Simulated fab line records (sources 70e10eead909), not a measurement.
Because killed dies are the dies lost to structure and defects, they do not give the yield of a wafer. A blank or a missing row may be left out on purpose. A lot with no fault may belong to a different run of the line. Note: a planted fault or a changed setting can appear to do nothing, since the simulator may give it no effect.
Which tool was responsible? / flow nandHarc / route of 1302 steps, sampled at 1 step: 12 lots, 36 wafers

## WHAT THE GAUGES READ, wafer by wafer
NHARC_A_CHANNEL_HOLE_D1_CD_MEAS_10: target cd 100 nm.
lot=L075; measured=day 8 14:52; on=cdSem-02; cdNm (nm)=99.4 99.2 99.1
lot=L077; measured=day 9 13:50; on=cdSem-03; cdNm (nm)=100.2 99.1 99.5
lot=L079; measured=day 10 11:26; on=cdSem-02; cdNm (nm)=99.9 99.6 100.1
lot=L081; measured=day 11 12:58; on=cdSem-03; cdNm (nm)=100.1 100.0 100.5
lot=L083; measured=day 12 09:13; on=cdSem-02; cdNm (nm)=100.4 99.9 100.7
lot=L086; measured=day 13 03:57; on=cdSem-03; cdNm (nm)=100.7 100.4 100.5
lot=L089; measured=day 14 13:23; on=cdSem-03; cdNm (nm)=100.6 100.0 100.1
lot=L088; measured=day 14 13:56; on=cdSem-01; cdNm (nm)=100.8 100.2 100.4
lot=L090; measured=day 15 09:53; on=cdSem-01; cdNm (nm)=99.3 99.8 100.3
lot=L093; measured=day 16 03:49; on=cdSem-01; cdNm (nm)=100.1 100.0 99.5
lot=L095; measured=day 17 04:33; on=cdSem-02; cdNm (nm)=100.3 100.8 100.7
lot=L097; measured=day 17 17:35; on=cdSem-01; cdNm (nm)=100.6 100.9 101.2

## EACH LOT AND THE TOOL THAT RAN IT (in order: tool; ch and the chambers of the sampled wafers; start)
The record holds no process step before these readings.

## THE ANSWER, worked out from the rows above alone
Rule: the usual values come from the lots themselves. The widest of any qualifying gaps counts: lots, ordered by their means at a reading, are off when they make up no more than a third of the lots, leave a main group of 4 or more, and stand apart from it by 3 or more times the standard deviation of that group's means. A main group is skipped when, at the precision printed for the reading in the tables above, its means are all equal. A lot without any number at a reading at which 4 lots or more have one is off too. Any other lot the step has rows for is counted as sound.
No lot is off at any reading shown: from this, nothing can be told.

## WHAT THE SIMULATOR HAD PUT IN
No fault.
